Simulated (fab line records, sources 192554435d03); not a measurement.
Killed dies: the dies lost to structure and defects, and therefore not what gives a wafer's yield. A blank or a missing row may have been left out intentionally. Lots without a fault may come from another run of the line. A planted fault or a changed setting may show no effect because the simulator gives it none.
fab line records	flow n5_finfet	part 1 of 2: steps 1 to 22 of 28
record: lots: 5	wafers: 15	last_day: 14
route steps=1938 shown BEOL_M0@746 BEOL_M1@751
lots untouched by any fault: they come from a run of this same line in which no faults occurred
start_h: hours from the record's opening day to when the first of the lot's shown wafers began	wait_h: time in hours since the lot's previous step	" repeats the value in the row above	L1.1+2: several wafers, shown together as one row	- no value present, or no start provided	* or withheld: withheld	< > ~ a bound
route shown NAME@n: NAME is a module with steps in the file, n the number in the route of the first one	usual: the fault-free wafers' mean and standard deviation	same: alike in all rows	chamber/n: place in a boat	sites: each site's reading	_std_site: standard deviation across them	_edge_site: the outer-site mean with the inner-site mean subtracted	radius_mm: how far each site lies from the wafer's centre	mask NAME#n: copy n	behind: the most recent tool/chamber to have shaped the wafer	hold: why the lot went on hold/how many hours it stayed there/how the hold came to an end	device: names the non-switching transistor (n, p or np)	end of line: the same wafers' tests at the end of the route	a step with no rows: only its recipe	killed: dies lost to structure and defects at the first sort, not the wafer's yield	map: a wafer's dies, x killed, . not, _ none there
set.NAME: the setting as run; set.NAME@STEP: as run at that earlier step	model.NAME: the simulator's own value behind a step, which no gauge read
certain route steps with their lots: each step a table, each wafer a row
services: from which hour (start_h, from the record's first day; less than 0 if before it) a tool's chamber was out of use, for how many hours, and why
== steps ==
step: N5_BEOL_M0_CO_CAP_123
recipe: material: Co	target_thk_a: 20	temp_c: 200	precursor: CCTBA/H2	pressure_torr: 30	time_s: 102.1
usual: heater_power_w: 241/12
lot.wafer	tool	chamber	start_h	wait_h	heater_power_w	since_wet_clean_h
L075.1	cvd_co-01	2	131.51	0.0	250	432
L075.3	"	2	"	"	244	-
L075.6	"	0	"	"	239	-
L078.3	cvd_co-01	0	145.20	0.0	239	905
L078.5	"	1	"	"	253	-
L078.6	"	2	"	"	247	-
L079.2	cvd_co-01	2	151.18	0.0	243	452
L079.3	"	0	"	"	236	911
L079.5	"	1	"	"	251	-
L080.1	cvd_co-01	2	153.92	0.0	248	455
L080.5	"	2	"	"	241	-
L080.6	"	0	"	"	233	-
L083.1	cvd_co-01	0	172.87	0.0	237	933
L083.3	"	1	"	"	247	36
L083.4	"	2	"	"	243	-
step: N5_BEOL_M0_PRE_CLEAN_124
recipe: gas: NH3	time_s: 15	temp_c: withheld	rf_power_w: 300
lot.wafer	tool	chamber	start_h	wait_h	since_wet_clean_h
L075.1	pecvd-01	1	131.63	0.1	1923
L075.3	"	0	"	"	1198
L075.6	"	2	"	"	-
L078.3	pecvd-01	1	145.29	0.1	1937
L078.5	"	0	"	"	-
L078.6	"	2	"	"	-
L079.2	pecvd-02	2	151.27	0.1	101
L079.3	"	0	"	"	-
L079.5	"	0	"	"	-
L080.1	pecvd-01	1	154.01	0.1	1945
L080.5	"	1	"	"	-
L080.6	"	2	"	"	-
L083.1	pecvd-02	0	172.97	0.1	877
L083.3	"	1	"	"	1602
L083.4	"	1	"	"	-
step: N5_BEOL_M0_DEP_125
recipe: material: SiCN	target_thk_a: 80	temp_c: withheld	precursor: 3MS/NH3	pressure_torr: 3	rf_w: 202	time_s: 14
usual: showerhead_plenum_p_Torr: 3.664/0.012	throttle_valve_pct: 8.8/0.42
lot.wafer	tool	chamber	start_h	wait_h	showerhead_plenum_p_Torr	since_wet_clean_h	throttle_valve_pct
L075.1	pecvd-01	1	131.66	0.0	3.660	1923	8.9
L075.3	"	0	"	"	3.688	1198	9.4
L075.6	"	2	"	"	3.640	-	8.1
L078.3	pecvd-01	1	145.31	0.0	3.651	1937	9.3
L078.5	"	0	"	"	3.688	-	9.4
L078.6	"	2	"	"	3.639	-	8.2
L079.2	pecvd-02	2	151.31	0.0	3.670	101	8.3
L079.3	"	0	"	"	3.669	-	9.0
L079.5	"	0	"	"	3.659	-	9.0
L080.1	pecvd-01	1	154.03	0.0	3.667	1945	9.4
L080.5	"	1	"	"	3.652	-	9.2
L080.6	"	2	"	"	3.645	-	8.1
L083.1	pecvd-02	0	172.99	0.0	3.660	877	9.2
L083.3	"	1	"	"	3.664	1602	9.3
L083.4	"	1	"	"	3.657	-	9.1
step: N5_BEOL_M0_RS_MEAS_126
recipe: thk_meas_gauge: four-point-probe	reads: Co_of_BEOL_M0_CO_CAP_123+Cu_of_BEOL_M0_ECD_118+Co_of_BEOL_M0_CVD_115+TaN_of_BEOL_M0_ALD_136
usual: M0_RS: 0.531/0.018
lot.wafer	tool	chamber	start_h	wait_h	M0_RS[ohm/sq]
L075.1	film_metro-01	-	131.72	0.0	0.510
L075.3	"	-	"	"	0.535
L075.6	"	-	"	"	0.510
L078.3	film_metro-02	-	145.38	0.1	0.571
L078.5	"	-	"	"	0.551
L078.6	"	-	"	"	0.531
L079.2	film_metro-01	-	151.40	0.1	0.564
L079.3	"	-	"	"	0.564
L079.5	"	-	"	"	0.531
L080.1	film_metro-02	-	154.10	0.0	0.528
L080.5	"	-	"	"	0.552
L080.6	"	-	"	"	0.536
L083.1	film_metro-01	-	173.06	0.0	0.520
L083.3	"	-	"	"	0.542
L083.4	"	-	"	"	0.520
step: N5_BEOL_M0_INSPECT_127
recipe: inspect_instrument: darkfield	mode: post_dep
usual: raw_defect_count: 72/27
lot.wafer	tool	chamber	start_h	wait_h	raw_defect_count
L075.1	defect_inspect-01	-	131.75	0.0	77
L075.3	"	-	"	"	72
L075.6	"	-	"	"	94
L078.3	defect_inspect-02	-	145.42	0.0	67
L078.5	"	-	"	"	113
L078.6	"	-	"	"	47
L079.2	defect_inspect-02	-	151.42	0.0	62
L079.3	"	-	"	"	61
L079.5	"	-	"	"	89
L080.1	defect_inspect-01	-	154.12	0.0	69
L080.5	"	-	"	"	65
L080.6	"	-	"	"	82
L083.1	defect_inspect-01	-	173.08	0.0	63
L083.3	"	-	"	"	35
L083.4	"	-	"	"	85
step: N5_BEOL_M1_ILD_DEP_00
recipe: material: SiOC	target_thk_a: 790	temp_c: 350	precursor: DEMS/O2	pressure_torr: 5	rf_w: 500	time_s: 15.3
usual: heater_power_w: 455/39	showerhead_plenum_p_Torr: 5.692/0.014	throttle_valve_pct: 11.7/0.56
lot.wafer	tool	chamber	start_h	wait_h	heater_power_w	showerhead_plenum_p_Torr	since_wet_clean_h	throttle_valve_pct
L075.1	pecvd-03	0	131.79	0.0	430	5.686	654	12.6
L075.3	"	2	"	"	504	5.678	2104	11.2
L075.6	"	0	"	"	445	5.691	-	12.2
L078.3	pecvd-03	1	145.45	0.0	468	5.712	1393	11.6
L078.5	"	1	"	"	473	5.690	-	11.5
L078.6	"	0	"	"	432	5.690	-	12.5
L079.2	pecvd-01	1	151.46	0.0	430	5.702	1943	12.0
L079.3	"	0	"	"	512	5.725	1218	12.4
L079.5	"	0	"	"	504	5.720	-	12.5
L080.1	pecvd-02	2	154.16	0.0	458	5.698	104	10.8
L080.5	"	0	"	"	537	5.693	-	12.0
L080.6	"	2	"	"	463	5.689	-	11.0
L083.1	pecvd-03	0	173.12	0.0	474	5.686	696	12.3
L083.3	"	1	"	"	423	5.681	1421	11.5
L083.4	"	0	"	"	466	5.690	-	12.3
step: N5_BEOL_M1_THK_MEAS_01
recipe: reads: SiOC_of_BEOL_M1_ILD_DEP_00
usual: M1_ILD_THK: 79.1/1
lot.wafer	tool	chamber	start_h	wait_h	M1_ILD_THK[nm]
L075.1	film_metro-01	-	131.85	0.0	77.8
L075.3	"	-	"	"	78.7
L075.6	"	-	"	"	79.9
L078.3	film_metro-01	-	145.52	0.1	77.8
L078.5	"	-	"	"	79.1
L078.6	"	-	"	"	78.5
L079.2	film_metro-02	-	151.53	0.1	78.6
L079.3	"	-	"	"	77.0
L079.5	"	-	"	"	78.9
L080.1	film_metro-01	-	154.25	0.1	78.5
L080.5	"	-	"	"	80.0
L080.6	"	-	"	"	79.8
L083.1	film_metro-02	-	173.19	0.0	76.8
L083.3	"	-	"	"	77.3
L083.4	"	-	"	"	78.9
step: N5_BEOL_M1_PECVD_72
recipe: material: SiO2	target_thk_a: 160	temp_c: 400	precursor: TEOS/O2	pressure_torr: 5.5	rf_w: 450	teos_flow_sccm: 53.8	gas: O2	flow_sccm: 3000	time_s: 18
usual: heater_power_w: 672/62	showerhead_plenum_p_Torr: 8.78/0.063	throttle_valve_pct: 21.9/1.1
lot.wafer	tool	chamber	start_h	wait_h	heater_power_w	showerhead_plenum_p_Torr	since_wet_clean_h	throttle_valve_pct
L075.1	pecvd-01	1	131.89	0.0	641	8.78	1923	22.8
L075.3	"	2	"	"	635	8.67	444	20.2
L075.6	"	1	"	"	641	8.76	-	22.5
L078.3	pecvd-01	2	145.56	0.0	567	8.68	458	19.6
L078.5	"	1	"	"	546	8.79	-	22.7
L078.6	"	2	"	"	552	8.70	-	20.3
L079.2	pecvd-02	0	151.56	0.0	767	8.76	855	22.2
L079.3	"	2	"	"	690	8.78	-	20.4
L079.5	"	0	"	"	788	8.77	-	22.2
L080.1	pecvd-01	0	154.28	0.0	692	8.90	1221	23.0
L080.5	"	2	"	"	642	8.70	-	20.3
L080.6	"	1	"	"	587	8.77	-	22.9
L083.1	pecvd-01	2	173.22	0.0	694	8.70	486	20.3
L083.3	"	1	"	"	580	8.79	1965	22.6
L083.4	"	1	"	"	592	8.79	-	22.7
step: N5_BEOL_M1_HM_DEP_02
recipe: material: TiN	target_thk_a: 200	temp_c: 25	chamber_pressure_pa: 0.49996
usual: throttle_valve_pct: 29.5/1.3
lot.wafer	tool	chamber	start_h	wait_h	throttle_valve_pct
L075.1	pvd_sputter-02	-	134.31	2.4	29.8
L075.3	"	-	"	"	29.6
L075.6	"	-	"	"	29.4
L078.3	pvd_sputter-02	-	146.25	0.7	29.8
L078.5	"	-	"	"	29.6
L078.6	"	-	"	"	29.7
L079.2	pvd_sputter-02	-	152.59	1.0	29.6
L079.3	"	-	"	"	31.3
L079.5	"	-	"	"	29.8
L080.1	pvd_sputter-03	-	155.67	1.4	29.2
L080.5	"	-	"	"	29.2
L080.6	"	-	"	"	30.6
L083.1	pvd_sputter-02	-	173.28	0.0	31.2
L083.3	"	-	"	"	29.2
L083.4	"	-	"	"	29.7
step: N5_BEOL_M1_COAT_61
recipe: resist: SOC	temp_c: 250	time_s: 60	spin_rpm: 1500	resist_thk_nm: 60
usual: exhaust_pa: 44.9/0.73	spin_speed_rpm: 1500.0/1.2
lot.wafer	tool	chamber	start_h	wait_h	exhaust_pa	spin_speed_rpm
L075.1	litho_track-02	0	134.44	0.1	44.7	1499.6
L075.3	"	0	"	"	44.5	1501.1
L075.6	"	0	"	"	44.4	1499.7
L078.3	litho_track-01	0	146.38	0.1	45.2	1499.7
L078.5	"	0	"	"	45.5	1498.2
L078.6	"	0	"	"	45.0	1500.1
L079.2	litho_track-02	0	152.72	0.1	44.2	1499.3
L079.3	"	0	"	"	44.8	1500.3
L079.5	"	0	"	"	43.9	1500.4
L080.1	litho_track-02	0	155.80	0.1	44.0	1498.2
L080.5	"	0	"	"	44.9	1499.6
L080.6	"	0	"	"	43.5	1499.6
L083.1	litho_track-02	0	173.41	0.1	45.0	1500.4
L083.3	"	0	"	"	45.7	1498.2
L083.4	"	0	"	"	42.6	1499.7
step: N5_BEOL_M1_COAT_62
recipe: resist: SiARC	temp_c: 220	time_s: 60	spin_rpm: 1500	resist_thk_nm: 12
usual: exhaust_pa: 45.1/0.92	spin_speed_rpm: 1500.0/1
lot.wafer	tool	chamber	start_h	wait_h	exhaust_pa	spin_speed_rpm
L075.1	litho_track-02	0	-	-	47.2	1500.8
L075.3	"	0	"	"	45.1	1499.9
L075.6	"	0	"	"	46.1	1499.1
L078.3	litho_track-01	0	-	-	45.1	1500.7
L078.5	"	0	"	"	44.8	1499.9
L078.6	"	0	"	"	44.8	1499.1
L079.2	litho_track-02	0	-	-	46.1	1499.2
L079.3	"	0	"	"	46.0	1498.8
L079.5	"	0	"	"	46.3	1500.1
L080.1	litho_track-02	0	-	-	44.9	1500.9
L080.5	"	0	"	"	44.0	1499.2
L080.6	"	0	"	"	44.0	1499.6
L083.1	litho_track-02	0	-	-	44.4	1499.1
L083.3	"	0	"	"	46.0	1498.9
L083.4	"	0	"	"	45.3	1500.3
step: N5_BEOL_M1_COAT_73
recipe: resist: underlayer	temp_c: 205	time_s: 60	spin_rpm: 1500	resist_thk_nm: 5
usual: exhaust_pa: 45.0/1	spin_speed_rpm: 1500.0/1.1
lot.wafer	tool	chamber	start_h	wait_h	exhaust_pa	spin_speed_rpm
L075.1	litho_track-02	0	-	-	47.6	1499.1
L075.3	"	0	"	"	45.7	1500.8
L075.6	"	0	"	"	45.2	1500.1
L078.3	litho_track-01	0	-	-	45.7	1500.7
L078.5	"	0	"	"	45.4	1498.8
L078.6	"	0	"	"	45.3	1500.9
L079.2	litho_track-02	0	-	-	45.9	1500.6
L079.3	"	0	"	"	45.1	1501.0
L079.5	"	0	"	"	45.2	1501.3
L080.1	litho_track-02	0	-	-	45.9	1499.0
L080.5	"	0	"	"	45.4	1499.4
L080.6	"	0	"	"	44.8	1500.2
L083.1	litho_track-02	0	-	-	46.1	1499.2
L083.3	"	0	"	"	44.6	1500.3
L083.4	"	0	"	"	46.0	1500.7
step: N5_BEOL_M1_COAT_05
recipe: resist: CAR-EUV	spin_rpm: 1500	resist_thk_nm: 30
usual: exhaust_pa: 44.8/0.82	spin_speed_rpm: 1499.9/1.1
lot.wafer	tool	chamber	start_h	wait_h	exhaust_pa	spin_speed_rpm
L075.1	litho_track-02	0	-	-	45.9	1499.9
L075.3	"	0	"	"	45.2	1500.1
L075.6	"	0	"	"	46.0	1500.5
L078.3	litho_track-01	0	-	-	45.3	1498.4
L078.5	"	0	"	"	44.7	1499.4
L078.6	"	0	"	"	44.9	1498.5
L079.2	litho_track-02	0	-	-	45.5	1498.9
L079.3	"	0	"	"	44.3	1499.1
L079.5	"	0	"	"	44.2	1498.1
L080.1	litho_track-02	0	-	-	45.6	1500.8
L080.5	"	0	"	"	44.8	1499.4
L080.6	"	0	"	"	45.2	1499.7
L083.1	litho_track-02	0	-	-	43.8	1499.4
L083.3	"	0	"	"	45.7	1499.9
L083.4	"	0	"	"	44.9	1500.7
step: N5_BEOL_M1_EBR_07
recipe: solvent: PGMEA	ebr_width_mm: 1.5
usual: exhaust_pa: 45.2/0.96
lot.wafer	tool	chamber	start_h	wait_h	exhaust_pa
L075.1	litho_track-02	0	-	-	46.5
L075.3	"	0	"	"	46.8
L075.6	"	0	"	"	46.1
L078.3	litho_track-01	0	-	-	46.0
L078.5	"	0	"	"	44.9
L078.6	"	0	"	"	45.0
L079.2	litho_track-02	0	-	-	44.8
L079.3	"	0	"	"	45.5
L079.5	"	0	"	"	45.6
L080.1	litho_track-02	0	-	-	44.8
L080.5	"	0	"	"	44.8
L080.6	"	0	"	"	44.9
L083.1	litho_track-02	0	-	-	46.5
L083.3	"	0	"	"	45.8
L083.4	"	0	"	"	46.1
step: N5_BEOL_M1_SOFTBAKE_06
recipe: temp_c: 110	time_s: 60	resist: CAR-EUV
usual: exhaust_pa: 45.1/0.97
lot.wafer	tool	chamber	start_h	wait_h	exhaust_pa
L075.1	litho_track-02	0	-	-	46.5
L075.3	"	0	"	"	44.0
L075.6	"	0	"	"	45.1
L078.3	litho_track-01	0	-	-	45.2
L078.5	"	0	"	"	45.5
L078.6	"	0	"	"	44.2
L079.2	litho_track-02	0	-	-	43.9
L079.3	"	0	"	"	46.1
L079.5	"	0	"	"	44.7
L080.1	litho_track-02	0	-	-	46.0
L080.5	"	0	"	"	45.3
L080.6	"	0	"	"	47.3
L083.1	litho_track-02	0	-	-	44.8
L083.3	"	0	"	"	45.9
L083.4	"	0	"	"	45.9
step: N5_BEOL_M1_EXPOSE_08
recipe: mask_id: M1	na: 0.33	source_shape: dipole	sigma_inner: 0.369	sigma_outer: 0.767	polarization: unpolarized	dose_mj: 33
usual: focus_offset_nm: -0.1/0.53
same: na: 0.33
lot.wafer	tool	chamber	start_h	wait_h	mask	focus_offset_nm
L075.1	euv_scanner-01	0	134.70	-	M1#0	0.5
L075.3	"	0	"	"	M1#0	0.2
L075.6	"	0	"	"	M1#0	0.1
L078.3	euv_scanner-02	0	146.53	-	M1#0	-0.1
L078.5	"	0	"	"	M1#0	0.2
L078.6	"	0	"	"	M1#0	-0.2
L079.2	euv_scanner-01	0	152.98	-	M1#0	0.1
L079.3	"	0	"	"	M1#0	1.2
L079.5	"	0	"	"	M1#0	-0.1
L080.1	euv_scanner-01	0	155.94	-	M1#0	-0.4
L080.5	"	0	"	"	M1#0	-0.3
L080.6	"	0	"	"	M1#0	-0.8
L083.1	euv_scanner-02	0	173.54	-	M1#0	0.4
L083.3	"	0	"	"	M1#0	0.4
L083.4	"	0	"	"	M1#0	1.0
step: N5_BEOL_M1_PEB_09
recipe: peb_temp_c: 100	peb_time_s: 60	resist: CAR-EUV
usual: exhaust_pa: 44.9/0.86
lot.wafer	tool	chamber	start_h	wait_h	exhaust_pa
L075.1	litho_track-01	0	134.76	0.1	45.5
L075.3	"	0	"	"	46.4
L075.6	"	0	"	"	45.9
L078.3	litho_track-04	0	146.58	0.0	46.3
L078.5	"	0	"	"	42.8
L078.6	"	0	"	"	45.0
L079.2	litho_track-04	0	153.04	0.0	45.2
L079.3	"	0	"	"	45.3
L079.5	"	0	"	"	43.7
L080.1	litho_track-01	0	156.00	0.1	44.7
L080.5	"	0	"	"	45.9
L080.6	"	0	"	"	45.5
L083.1	litho_track-02	0	173.60	0.1	44.7
L083.3	"	0	"	"	45.0
L083.4	"	0	"	"	44.3
step: N5_BEOL_M1_DEVELOP_10
recipe: develop_time_s: 30	developer: TMAH	resist: CAR-EUV	rinse_liquid: surfactant_rinse	dry: air_spin	dev_temp_c: 23
usual: exhaust_pa: 44.9/0.89
lot.wafer	tool	chamber	start_h	wait_h	exhaust_pa
L075.1	litho_track-01	0	-	-	44.0
L075.3	"	0	"	"	45.2
L075.6	"	0	"	"	44.5
L078.3	litho_track-04	0	-	-	44.9
L078.5	"	0	"	"	44.8
L078.6	"	0	"	"	46.6
L079.2	litho_track-04	0	-	-	45.2
L079.3	"	0	"	"	45.9
L079.5	"	0	"	"	44.7
L080.1	litho_track-01	0	-	-	45.2
L080.5	"	0	"	"	43.3
L080.6	"	0	"	"	44.5
L083.1	litho_track-02	0	-	-	45.0
L083.3	"	0	"	"	45.6
L083.4	"	0	"	"	45.6
step: N5_BEOL_M1_CD_MEAS_11
recipe: target_cd_nm: 17.05	landing_energy_ev: 500	detector: se_inlens	polarity: opening
usual: cd_nm: 17.08/0.23
lot.wafer	tool	chamber	start_h	wait_h	cd_nm
L075.1	cd_sem-01	0	134.83	-	17.21
L075.3	"	0	"	"	17.37
L075.6	"	0	"	"	16.80
L078.3	cd_sem-02	0	146.65	-	16.98
L078.5	"	0	"	"	17.14
L078.6	"	0	"	"	17.29
L079.2	cd_sem-01	0	153.10	-	16.98
L079.3	"	0	"	"	17.05
L079.5	"	0	"	"	17.27
L080.1	cd_sem-02	0	156.06	-	17.02
L080.5	"	0	"	"	17.08
L080.6	"	0	"	"	17.02
L083.1	cd_sem-02	0	173.67	-	17.05
L083.3	"	0	"	"	17.27
L083.4	"	0	"	"	17.14
step: N5_BEOL_M1_OVL_MEAS_12
recipe: points_per_wafer: 522
usual: M1_OVL: 0.3/0.66
lot.wafer	tool	chamber	start_h	wait_h	M1_OVL[nm]
L075.1	overlay-02	0	134.86	0.0	0.4
L075.3	"	0	"	"	1.0
L075.6	"	0	"	"	-0.9
L078.3	overlay-01	0	146.69	0.0	0.5
L078.5	"	0	"	"	0.6
L078.6	"	0	"	"	0.4
L079.2	overlay-02	0	153.14	0.0	0.9
L079.3	"	0	"	"	0.6
L079.5	"	0	"	"	-0.7
L080.1	overlay-02	0	156.09	0.0	-0.7
L080.5	"	0	"	"	-0.3
L080.6	"	0	"	"	0.7
L083.1	overlay-01	0	173.70	0.0	1.0
L083.3	"	0	"	"	0.8
L083.4	"	0	"	"	-0.3
step: N5_BEOL_M1_INSPECT_13
recipe: mode: adi	inspect_instrument: brightfield
usual: raw_defect_count: 415/99
lot.wafer	tool	chamber	start_h	wait_h	raw_defect_count
L075.1	defect_inspect-02	-	134.91	0.1	457
L075.3	"	-	"	"	467
L075.6	"	-	"	"	449
L078.3	defect_inspect-01	-	146.73	0.0	325
L078.5	"	-	"	"	424
L078.6	"	-	"	"	327
L079.2	defect_inspect-02	-	153.19	0.0	448
L079.3	"	-	"	"	488
L079.5	"	-	"	"	492
L080.1	defect_inspect-02	-	156.15	0.1	353
L080.5	"	-	"	"	517
L080.6	"	-	"	"	576
L083.1	defect_inspect-02	-	173.76	0.1	397
L083.3	"	-	"	"	375
L083.4	"	-	"	"	387
step: N5_BEOL_M1_DESCUM_16
recipe: chemistry: O2	time_s: 7	source_power_w: 50	bias_power_w: 20	pressure_mtorr: 20	rf_frequency_hz: 2.712e+07	temp_c: 40	resist: CAR-EUV	o2_flow_sccm: 225
usual: drypump_motor_current_A: 5.5/0.38	oes_product_au: 0.79/0.087	rf_vpp_V: 243.6/1.5	showerhead_plenum_p_Torr: 2.12/0.069	throttle_valve_pct: 20.53/0.16
lot.wafer	tool	chamber	start_h	wait_h	drypump_motor_current_A	oes_product_au	rf_hours_counter_h	rf_vpp_V	showerhead_plenum_p_Torr	throttle_valve_pct
L075.1	rie_diel-05	1	134.95	0.0	6.2	0.82	68	242.2	2.11	20.40
L075.3	"	2	"	"	5.7	0.76	138	241.8	2.02	20.69
L075.6	"	1	"	"	6.2	0.82	-	243.4	2.11	20.40
L078.3	rie_diel-04	1	146.77	0.0	5.0	0.75	136	243.9	2.19	20.57
L078.5	"	3	"	"	5.3	0.68	-	242.5	2.05	20.63
L078.6	"	0	"	"	5.5	0.74	-	244.6	2.20	20.37
L079.2	rie_diel-02	0	153.23	0.0	5.6	0.80	100	243.9	2.12	20.59
L079.3	"	1	"	"	6.1	0.89	39	244.7	2.11	20.62
L079.5	"	3	"	"	5.8	0.96	-	245.7	2.22	20.18
L080.1	rie_diel-02	1	156.19	0.0	6.0	0.88	41	242.7	2.11	20.61
L080.5	"	2	"	"	5.8	0.77	-	244.0	2.18	20.49
L080.6	"	1	"	"	6.0	0.89	-	242.2	2.11	20.60
L083.1	rie_diel-02	1	173.79	0.0	6.1	0.89	45	243.1	2.11	20.64
L083.3	"	0	"	"	5.6	0.79	106	243.8	2.11	20.59
L083.4	"	3	"	"	5.7	0.94	13	245.5	2.22	20.21
